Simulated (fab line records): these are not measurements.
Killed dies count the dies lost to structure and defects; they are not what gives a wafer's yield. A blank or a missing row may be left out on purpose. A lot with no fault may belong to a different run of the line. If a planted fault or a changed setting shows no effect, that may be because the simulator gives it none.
Which tool is to blame?    flow n5-finfet    72 wafers from 24 lots sampled at 6 of the route's 1938 steps

WHAT THE GAUGES SHOWED, per wafer
N5_BEOL_M2_CD_MEAS_11 targets a cd of 16.79 nm.
lot   measured      on         cd-nm (nm)
L074  day 6 19:55   cd-sem-02  17.11 16.37 16.81
L075  day 6 23:22   cd-sem-03  16.92 16.89 16.75
L076  day 7 02:26   cd-sem-01  17.23 16.28 16.34
L077  day 7 05:08   cd-sem-03  16.75 16.76 16.88
L078  day 7 15:11   cd-sem-01  16.98 16.65 16.72
L079  day 7 19:14   cd-sem-02  16.80 16.80 17.05
L080  day 8 03:22   cd-sem-02  16.21 16.07 16.64
L081  day 8 10:16   cd-sem-03  16.80 16.47 16.87
L082  day 8 14:25   cd-sem-02  16.72 16.83 16.37
L083  day 8 22:13   cd-sem-03  17.07 16.87 16.33
L084  day 9 01:43   cd-sem-01  16.69 16.97 16.61
L085  day 9 17:43   cd-sem-03  16.23 16.65 16.85
L087  day 10 03:36  cd-sem-03  16.71 16.44 16.49
L088  day 10 04:48  cd-sem-03  16.60 16.57 16.77
L086  day 10 05:26  cd-sem-03  17.12 16.37 16.79
L089  day 10 09:55  cd-sem-03  16.81 16.52 16.85
L090  day 10 10:37  cd-sem-03  16.83 16.93 16.45
L091  day 10 22:28  cd-sem-02  16.56 16.74 16.77
L092  day 11 02:47  cd-sem-03  16.53 16.77 16.60
L093  day 11 10:49  cd-sem-03  16.53 16.87 16.45
L094  day 11 22:07  cd-sem-02  16.76 16.66 16.59
L096  day 12 02:52  cd-sem-02  16.87 16.44 16.95
L095  day 12 04:08  cd-sem-02  16.98 16.80 16.55
L097  day 12 19:54  cd-sem-02  16.38 16.79 16.68

TOOL THAT RAN EACH LOT (tool first, then ch and the chambers of the sampled wafers, then the start)
lot   N5_BEOL_M1_STRIP_36                 N5_BEOL_M1_DEGAS_44           N5_BEOL_M1_ANNEAL_49          N5_BEOL_M1_ANNEAL_91          N5_BEOL_M2_HM_DEP_02
L074  rie-diel-05 ch 2,3, day 6 15:00     pvd-sputter-01, day 6 15:31   pvd-sputter-01, day 6 16:14   pvd-sputter-01, day 6 17:20   pvd-sputter-02, day 6 19:31
L075  rie-diel-04 ch 1,2, day 6 18:02     pvd-sputter-02, day 6 19:15   pvd-sputter-01, day 6 20:00   pvd-sputter-01, day 6 21:06   pvd-sputter-01, day 6 22:58
L076  rie-diel-04 ch 0,1,2, day 6 20:32   pvd-sputter-01, day 6 21:55   pvd-sputter-03, day 6 22:38   pvd-sputter-03, day 6 23:44   pvd-sputter-03, day 7 02:02
L077  rie-diel-05 ch 1,2,3, day 6 22:06   pvd-sputter-02, day 6 22:37   pvd-sputter-02, day 6 23:24   pvd-sputter-02, day 7 00:30   pvd-sputter-03, day 7 04:43
L078  rie-diel-03 ch 0,3, day 7 09:05     pvd-sputter-01, day 7 10:08   pvd-sputter-02, day 7 10:57   pvd-sputter-02, day 7 12:03   pvd-sputter-02, day 7 14:47
L079  rie-diel-04 ch 0,2, day 7 12:53     pvd-sputter-02, day 7 14:38   pvd-sputter-02, day 7 15:27   pvd-sputter-02, day 7 16:33   pvd-sputter-01, day 7 18:43
L080  rie-diel-04 ch 0,1, day 7 21:20     pvd-sputter-01, day 7 21:59   pvd-sputter-01, day 7 22:43   pvd-sputter-01, day 7 23:49   pvd-sputter-02, day 8 03:01
L081  rie-diel-05 ch 0,1,2, day 8 03:58   pvd-sputter-03, day 8 04:26   pvd-sputter-02, day 8 06:26   pvd-sputter-02, day 8 07:32   pvd-sputter-01, day 8 09:45
L082  rie-diel-04 ch 1,2,3, day 8 08:51   pvd-sputter-02, day 8 09:33   pvd-sputter-02, day 8 10:25   pvd-sputter-02, day 8 11:31   pvd-sputter-02, day 8 14:01
L083  rie-diel-05 ch 1,3, day 8 13:40     pvd-sputter-02, day 8 14:25   pvd-sputter-02, day 8 16:46   pvd-sputter-02, day 8 17:52   pvd-sputter-01, day 8 21:49
L084  rie-diel-04 ch 1,2, day 8 18:48     pvd-sputter-02, day 8 19:16   pvd-sputter-02, day 8 21:21   pvd-sputter-02, day 8 22:27   pvd-sputter-03, day 9 01:19
L085  rie-diel-04 ch 2,3, day 9 12:20     pvd-sputter-03, day 9 12:48   pvd-sputter-03, day 9 13:38   pvd-sputter-03, day 9 14:44   pvd-sputter-01, day 9 17:19
L087  rie-diel-05 ch 1,2, day 9 21:01     pvd-sputter-01, day 9 21:52   pvd-sputter-02, day 9 22:49   pvd-sputter-02, day 9 23:55   pvd-sputter-03, day 10 03:12
L088  rie-diel-04 ch 1,2, day 9 23:27     pvd-sputter-01, day 10 00:34  pvd-sputter-01, day 10 01:12  pvd-sputter-01, day 10 02:18  pvd-sputter-01, day 10 04:20
L086  rie-diel-03 ch 0,1,2, day 10 00:11  pvd-sputter-02, day 10 00:40  pvd-sputter-03, day 10 01:26  pvd-sputter-03, day 10 02:32  pvd-sputter-02, day 10 05:02
L089  rie-diel-05 ch 0,1,2, day 10 00:58  pvd-sputter-01, day 10 03:10  pvd-sputter-03, day 10 04:02  pvd-sputter-03, day 10 05:08  pvd-sputter-01, day 10 09:24
L090  rie-diel-04 ch 0,3, day 10 04:10    pvd-sputter-01, day 10 04:39  pvd-sputter-02, day 10 05:24  pvd-sputter-02, day 10 06:30  pvd-sputter-01, day 10 10:06
L091  rie-diel-03 ch 0,1,3, day 10 16:50  pvd-sputter-03, day 10 17:59  pvd-sputter-03, day 10 18:55  pvd-sputter-03, day 10 20:01  pvd-sputter-01, day 10 22:04
L092  rie-diel-04 ch 2,3, day 10 21:45    pvd-sputter-03, day 10 22:20  pvd-sputter-03, day 10 23:07  pvd-sputter-03, day 11 00:13  pvd-sputter-03, day 11 02:16
L093  rie-diel-03 ch 0,1, day 11 04:22    pvd-sputter-03, day 11 05:07  pvd-sputter-01, day 11 06:07  pvd-sputter-01, day 11 07:13  pvd-sputter-03, day 11 10:17
L094  rie-diel-05 ch 0,2, day 11 15:37    pvd-sputter-02, day 11 17:46  pvd-sputter-02, day 11 18:32  pvd-sputter-02, day 11 19:38  pvd-sputter-03, day 11 21:42
L096  rie-diel-03 ch 1,2, day 11 17:55    pvd-sputter-02, day 11 18:18  pvd-sputter-01, day 11 19:10  pvd-sputter-01, day 11 20:16  pvd-sputter-01, day 12 02:28
L095  rie-diel-04 ch 0,1,2, day 11 20:34  pvd-sputter-03, day 11 21:24  pvd-sputter-03, day 11 22:11  pvd-sputter-03, day 11 23:22  pvd-sputter-01, day 12 03:44
L097  rie-diel-05 ch 1,2,3, day 12 13:51  pvd-sputter-02, day 12 14:51  pvd-sputter-01, day 12 15:42  pvd-sputter-01, day 12 16:48  pvd-sputter-01, day 12 19:30
- N5_BEOL_M1_STRIP_36: strips in N2/H2.
- N5_BEOL_M1_DEGAS_44: time 60 s.
- N5_BEOL_M1_ANNEAL_49: time 240 s.
- N5_BEOL_M1_ANNEAL_91: time 240 s.
- N5_BEOL_M2_HM_DEP_02: deposits TiN, target thk 20 nm.

WHAT THE TOOLS THEMSELVES READ (means of the sampled wafers that have a number; where no wafer has one, the mark that the record gives instead)
N5_BEOL_M1_STRIP_36.
lot   tool         drypump-motor-current-A (A)  oes-product-au (a.u.)  rf-vpp-V (V)  showerhead-plenum-p-Torr (Torr)  throttle-valve-pct (%)
L074  rie-diel-05  5.7                          0.78                   58.8          2.55                             23.9
L075  rie-diel-04  5.0                          0.71                   58.9          2.47                             23.5
L076  rie-diel-04  5.4                          0.78                   59.2          2.47                             23.7
L077  rie-diel-05  5.6                          0.77                   59.1          2.50                             23.6
L078  rie-diel-03  5.8                          0.87                   59.6          2.59                             23.4
L079  rie-diel-04  5.9                          0.82                   57.8          2.47                             23.9
L080  rie-diel-04  5.9                          0.80                   59.6          2.49                             23.8
L081  rie-diel-05  5.8                          0.81                   59.1          2.48                             23.5
L082  rie-diel-04  5.1                          0.76                   59.3          2.54                             23.4
L083  rie-diel-05  5.5                          0.77                   58.9          2.46                             23.3
L084  rie-diel-04  5.0                          0.71                   57.9          2.45                             23.6
L085  rie-diel-04  5.3                          0.82                   58.4          2.61                             23.4
L087  rie-diel-05  5.6                          0.74                   59.7          2.45                             23.4
L088  rie-diel-04  5.1                          0.69                   59.2          2.46                             23.5
L086  rie-diel-03  5.5                          0.77                   60.4          2.55                             23.9
L089  rie-diel-05  5.8                          0.79                   59.1          2.48                             23.5
L090  rie-diel-04  5.7                          0.85                   58.6          2.63                             23.5
L091  rie-diel-03  5.5                          0.84                   61.5          2.60                             23.8
L092  rie-diel-04  5.3                          0.81                   59.1          2.61                             23.4
L093  rie-diel-03  5.5                          0.78                   59.2          2.62                             24.1
L094  rie-diel-05  6.0                          0.84                   58.7          2.50                             23.6
L096  rie-diel-03  5.3                          0.83                   60.2          2.54                             23.9
L095  rie-diel-04  5.4                          0.83                   58.9          2.46                             23.6
L097  rie-diel-05  5.6                          0.74                   59.7          2.49                             23.6

N5_BEOL_M1_DEGAS_44.
lot   tool            heater-power-w (W)
L074  pvd-sputter-01  344
L075  pvd-sputter-02  331
L076  pvd-sputter-01  348
L077  pvd-sputter-02  316
L078  pvd-sputter-01  347
L079  pvd-sputter-02  335
L080  pvd-sputter-01  346
L081  pvd-sputter-03  290
L082  pvd-sputter-02  311
L083  pvd-sputter-02  320
L084  pvd-sputter-02  323
L085  pvd-sputter-03  281
L087  pvd-sputter-01  340
L088  pvd-sputter-01  351
L086  pvd-sputter-02  333
L089  pvd-sputter-01  345
L090  pvd-sputter-01  349
L091  pvd-sputter-03  293
L092  pvd-sputter-03  301
L093  pvd-sputter-03  295
L094  pvd-sputter-02  317
L096  pvd-sputter-02  313
L095  pvd-sputter-03  297
L097  pvd-sputter-02  328

N5_BEOL_M1_ANNEAL_49.
lot   tool            heater-power-w (W)
L074  pvd-sputter-01  874
L075  pvd-sputter-01  862
L076  pvd-sputter-03  732
L077  pvd-sputter-02  773
L078  pvd-sputter-02  789
L079  pvd-sputter-02  837
L080  pvd-sputter-01  875
L081  pvd-sputter-02  764
L082  pvd-sputter-02  781
L083  pvd-sputter-02  776
L084  pvd-sputter-02  745
L085  pvd-sputter-03  746
L087  pvd-sputter-02  767
L088  pvd-sputter-01  874
L086  pvd-sputter-03  730
L089  pvd-sputter-03  735
L090  pvd-sputter-02  811
L091  pvd-sputter-03  741
L092  pvd-sputter-03  736
L093  pvd-sputter-01  873
L094  pvd-sputter-02  826
L096  pvd-sputter-01  854
L095  pvd-sputter-03  754
L097  pvd-sputter-01  881

N5_BEOL_M1_ANNEAL_91.
lot   tool            heater-power-w (W)
L074  pvd-sputter-01  880
L075  pvd-sputter-01  860
L076  pvd-sputter-03  730
L077  pvd-sputter-02  770
L078  pvd-sputter-02  783
L079  pvd-sputter-02  836
L080  pvd-sputter-01  874
L081  pvd-sputter-02  769
L082  pvd-sputter-02  789
L083  pvd-sputter-02  771
L084  pvd-sputter-02  745
L085  pvd-sputter-03  757
L087  pvd-sputter-02  772
L088  pvd-sputter-01  878
L086  pvd-sputter-03  720
L089  pvd-sputter-03  745
L090  pvd-sputter-02  821
L091  pvd-sputter-03  728
L092  pvd-sputter-03  730
L093  pvd-sputter-01  861
L094  pvd-sputter-02  813
L096  pvd-sputter-01  864
L095  pvd-sputter-03  744
L097  pvd-sputter-01  885

N5_BEOL_M2_HM_DEP_02.
lot   tool            throttle-valve-pct (%)
L074  pvd-sputter-02  29.3
L075  pvd-sputter-01  30.0
L076  pvd-sputter-03  29.6
L077  pvd-sputter-03  29.9
L078  pvd-sputter-02  28.8
L079  pvd-sputter-01  30.4
L080  pvd-sputter-02  28.8
L081  pvd-sputter-01  30.6
L082  pvd-sputter-02  29.2
L083  pvd-sputter-01  30.0
L084  pvd-sputter-03  29.6
L085  pvd-sputter-01  30.3
L087  pvd-sputter-03  29.5
L088  pvd-sputter-01  30.3
L086  pvd-sputter-02  29.4
L089  pvd-sputter-01  30.4
L090  pvd-sputter-01  30.5
L091  pvd-sputter-01  30.1
L092  pvd-sputter-03  30.0
L093  pvd-sputter-03  29.5
L094  pvd-sputter-03  29.7
L096  pvd-sputter-01  30.2
L095  pvd-sputter-01  29.8
L097  pvd-sputter-01  30.0

THE ANSWER, worked out from the rows above alone
Rule: the usual values come from the lots themselves. The widest of any qualifying gaps counts: lots, ordered by their means at a reading, are off when they make up no more than a third of the lots, leave a main group of 4 or more, and stand apart from it by 3 or more times the standard deviation of that group's means. The tables above print the reading to a certain number of digits; a main group whose means all agree to those digits is not used. A lot without any number at a reading at which 4 lots or more have one is off too. The other lots that the step has rows for count as sound. Order of review: gauges by route order, followed by the tools' own readings, for which a lot's mean as printed above is used. The first step at which some lot is off is used, and at that step the reading that is off furthest; a lot without a number counts as furthest.
Nothing can be told from this: no lot is off at any reading shown.

WHAT THE SIMULATOR HAD PUT IN
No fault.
